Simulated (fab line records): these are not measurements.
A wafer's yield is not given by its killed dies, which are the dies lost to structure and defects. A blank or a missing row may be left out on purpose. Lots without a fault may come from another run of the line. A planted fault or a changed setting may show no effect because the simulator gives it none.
Which of the tools did it?    flow nand_harc    36 wafers from 12 lots sampled at 6 of the route's 1302 steps

== WHAT EACH GAUGE READ, for each wafer ==
NHARC_A_ONON_D2_THK_MEAS_02: measures by ellipsometry. Usual: thk_nm 1000 nm, standard deviation 9.3.
lot   measured      on             thk_nm (nm)     flag
L146  day 12 15:39  film_metro-02  1004 1004 1003  
L148  day 13 09:19  film_metro-02  994 994 994     
L149  day 13 21:13  film_metro-02  1000 1000 1000  
L150  day 13 21:13  film_metro-01  992 993 994     
L151  day 14 21:22  film_metro-01  991 989 988     
L152  day 14 21:23  film_metro-02  1017 1015 1017  
L153  day 15 09:42  film_metro-02  991 992 991     
L157  day 16 22:26  film_metro-01  1003 1004 1005  
L158  day 17 08:01  film_metro-02  1013 1011 1012  
L165  day 20 01:17  film_metro-02  1001 999 1002   
L166  day 21 00:49  film_metro-02  1009 1008 1009  
L169  day 22 05:05  film_metro-01  991 992 993     

NHARC_A_ONON_D2_THK_MEAS_08: measures by ellipsometry. Usual: thk_nm 999 nm, standard deviation 11.
lot   measured      on             thk_nm (nm)     flag
L146  day 12 16:47  film_metro-01  996 996 995     
L148  day 13 10:28  film_metro-02  981 977 981     
L149  day 13 22:20  film_metro-02  1006 1004 1004  
L150  day 13 22:28  film_metro-02  990 990 990     
L151  day 14 22:29  film_metro-01  1003 1002 1004  
L152  day 14 22:31  film_metro-02  982 982 981     
L153  day 15 10:50  film_metro-01  1010 1010 1011  
L157  day 16 23:35  film_metro-01  997 995 996     
L158  day 17 09:08  film_metro-02  988 986 987     
L165  day 20 02:25  film_metro-02  1014 1015 1014  
L166  day 21 01:57  film_metro-02  1003 1004 1002  
L169  day 22 06:14  film_metro-02  993 995 995     

NHARC_A_ONON_D2_THK_MEAS_21: measures by ellipsometry. Usual: thk_nm 999 nm, standard deviation 10.
lot   measured      on             thk_nm (nm)                    flag
L146  day 13 01:54  film_metro-02  995 995 996                    
L148  day 13 20:25  film_metro-02  999 998 999                    
L149  day 14 10:52  film_metro-01  1007 1008 1007                 
L150  day 14 11:01  film_metro-02  1007 1005 1008                 
L151  day 15 08:54  film_metro-01  993 993 992                    
L152  day 15 08:55  film_metro-02  1007 1009 1010                 
L153  day 15 21:13  film_metro-01  987 990 987                    
L157  day 17 09:20  film_metro-02  1074 1075 1074 1075 1074 1075  OFF
L158  day 17 18:36  film_metro-02  1077 1076 1076 1075 1076 1078  OFF
L165  day 20 13:23  film_metro-02  1009 1010 1010                 
L166  day 21 11:40  film_metro-02  987 986 988                    
L169  day 22 15:41  film_metro-02  1016 1017 1018                 

NHARC_END_SORT_01. Usual: killed_at_array 55, standard deviation 22; killed_at_other 0.9, standard deviation 1.2; killed_at_periphery 3.6, standard deviation 2.3; killed_dies 60, standard deviation 22; killed_open 3.2, standard deviation 1.9; killed_short 2.5, standard deviation 1.6.
lot   measured      on         killed_at_array  killed_at_other  killed_at_periphery  killed_dies  killed_open  killed_short  flag
L146  day 24 10:02  prober-01  51 57 51         0 1 0            1 0 2                52 58 53     0 1 1        2 2 3         
L148  day 25 03:41  prober-01  35 40 46         0 0 0            4 6 7                39 46 53     4 4 2        2 1 3         
L149  day 25 13:17  prober-01  23 26 22         0 1 1            5 10 3               28 37 26     2 6 2        5 1 1         
L150  day 25 14:04  prober-02  96 83 77         0 0 0            2 3 3                98 86 80     2 2 3        3 2 2         
L151  day 26 17:33  prober-02  77 85 82         2 1 1            3 0 2                82 86 85     2 2 4        1 2 5         
L152  day 26 15:54  prober-01  24 21 21         0 0 0            3 4 2                27 25 23     5 2 2        0 2 3         
L153  day 28 01:18  prober-01  70 60 71         2 1 1            3 1 3                75 62 75     3 1 3        3 1 1         
L157  day 28 07:37  prober-01  22 28 22         2 0 2            6 3 2                30 31 26     4 1 2        1 2 3         
L158  day 30 19:02  prober-02  57 47 51         1 5 0            3 1 2                61 53 53     3 3 2        7 2 3         
L165  day 32 06:02  prober-01  78 68 82         2 1 1            2 3 7                82 72 90     6 2 8        6 2 4         
L166  day 33 03:47  prober-02  59 59 55         0 0 1            4 2 2                63 61 58     4 3 5        1 1 1         
L169  day 34 02:43  prober-01  45 39 41         0 0 1            3 3 2                48 42 44     1 0 2        3 2 2         

== WHICH TOOL RAN EACH LOT (tool, then ch and the chambers of the sampled wafers, then the start) ==
lot   NHARC_A_ONON_D2_DEP_19            NHARC_A_ONON_D2_DEP_33
L146  pecvd_onon-04 ch 0, day 13 01:23  pecvd-04 ch 0,1,2, day 13 03:40
L148  pecvd_onon-04 ch 0, day 13 19:58  pecvd-02 ch 0,1, day 13 22:13
L149  pecvd_onon-02 ch 0, day 14 10:22  pecvd-02 ch 0,1, day 14 12:43
L150  pecvd_onon-03 ch 0, day 14 10:34  pecvd-02 ch 0,1,2, day 14 12:57
L151  pecvd_onon-04 ch 0, day 15 08:31  pecvd-02 ch 0,1, day 15 10:45
L152  pecvd_onon-02 ch 0, day 15 08:25  pecvd-04 ch 0,2, day 15 10:42
L153  pecvd_onon-03 ch 0, day 15 20:49  pecvd-02 ch 0,1,2, day 15 23:01
L157  pecvd_onon-03 ch 0, day 17 08:50  pecvd-04 ch 0,1,2, day 17 14:22
L158  pecvd_onon-03 ch 0, day 17 18:08  pecvd-02 ch 0,1,2, day 18 13:11
L165  pecvd_onon-02 ch 0, day 20 12:56  pecvd-04 ch 0,1, day 20 15:15
L166  pecvd_onon-03 ch 0, day 21 11:09  pecvd-04 ch 0,2, day 21 13:48
L169  pecvd_onon-02 ch 0, day 22 15:14  pecvd-04 ch 0,2, day 22 17:29
- NHARC_A_ONON_D2_DEP_19: target thk 1000 nm.
- NHARC_A_ONON_D2_DEP_33: deposits SiO2, target thk 200 nm.

== WHAT THE TOOLS THEMSELVES READ (means of the sampled wafers that have a number; where no wafer has one, the mark that the record gives instead) ==
NHARC_A_ONON_D2_DEP_19. Usual: susceptor_temp_C 400.05 C, standard deviation 0.2.
lot   tool           susceptor_temp_C (C)  flag
L146  pecvd_onon-04  399.93                
L148  pecvd_onon-04  400.02                
L149  pecvd_onon-02  400.16                
L150  pecvd_onon-03  400.36                
L151  pecvd_onon-04  400.02                
L152  pecvd_onon-02  399.92                
L153  pecvd_onon-03  400.02                
L157  pecvd_onon-03  399.84                
L158  pecvd_onon-03  400.09                
L165  pecvd_onon-02  399.99                
L166  pecvd_onon-03  400.07                
L169  pecvd_onon-02  400.12                

NHARC_A_ONON_D2_DEP_33. Usual: chamber_pressure_Torr 6.502 Torr, standard deviation 0.015; heater_power_outer_w 306 W, standard deviation 61; heater_power_w 570 W, standard deviation 94; susceptor_temp_C 399.99 C, standard deviation 0.22; throttle_valve_pct 16.3 %, standard deviation 0.46.
lot   tool      chamber_pressure_Torr (Torr)  heater_power_outer_w (W)  heater_power_w (W)  susceptor_temp_C (C)  throttle_valve_pct (%)  flag
L146  pecvd-04  6.500                         319                       591                 400.03                16.6                    
L148  pecvd-02  6.492                         360                       604                 400.27                16.0                    
L149  pecvd-02  6.501                         289                       537                 400.17                15.7                    
L150  pecvd-02  6.524                         297                       565                 399.99                16.0                    
L151  pecvd-02  6.514                         329                       585                 399.83                15.9                    
L152  pecvd-04  6.508                         317                       627                 400.04                16.4                    
L153  pecvd-02  6.507                         306                       566                 400.04                16.2                    
L157  pecvd-04  6.507                         318                       579                 400.11                16.8                    
L158  pecvd-02  6.500                         282                       536                 399.86                16.2                    
L165  pecvd-04  6.499                         360                       654                 400.06                16.5                    
L166  pecvd-04  6.482                         316                       566                 399.99                16.2                    
L169  pecvd-04  6.500                         357                       674                 400.24                16.4                    

== THE ANSWER, worked out from the rows above alone ==
Rule: take the mean of a lot's wafers that have a number; if it is more than 3 standard deviations from the usual mean, the lot is off. A lot without any number at a reading at which 4 lots or more have one is off too. All remaining lots with rows at the step are treated as sound. First the gauges in route order, then the tools' own readings, where a lot's mean is used as printed above. The first step at which some lot is off is used, and at that step the reading that is off furthest; a lot without a number counts as furthest.
Off: L157, L158 (NHARC_A_ONON_D2_THK_MEAS_21, thk_nm).
A tool fits if, at a process step before that reading, it ran every lot that is off, and no sound lot after the first of them. Gauges at NHARC_A_ONON_D2_THK_MEAS_21: tried the same way as those tools. No candidate that was tried fits.

== WHAT THE SIMULATOR PUT IN ==
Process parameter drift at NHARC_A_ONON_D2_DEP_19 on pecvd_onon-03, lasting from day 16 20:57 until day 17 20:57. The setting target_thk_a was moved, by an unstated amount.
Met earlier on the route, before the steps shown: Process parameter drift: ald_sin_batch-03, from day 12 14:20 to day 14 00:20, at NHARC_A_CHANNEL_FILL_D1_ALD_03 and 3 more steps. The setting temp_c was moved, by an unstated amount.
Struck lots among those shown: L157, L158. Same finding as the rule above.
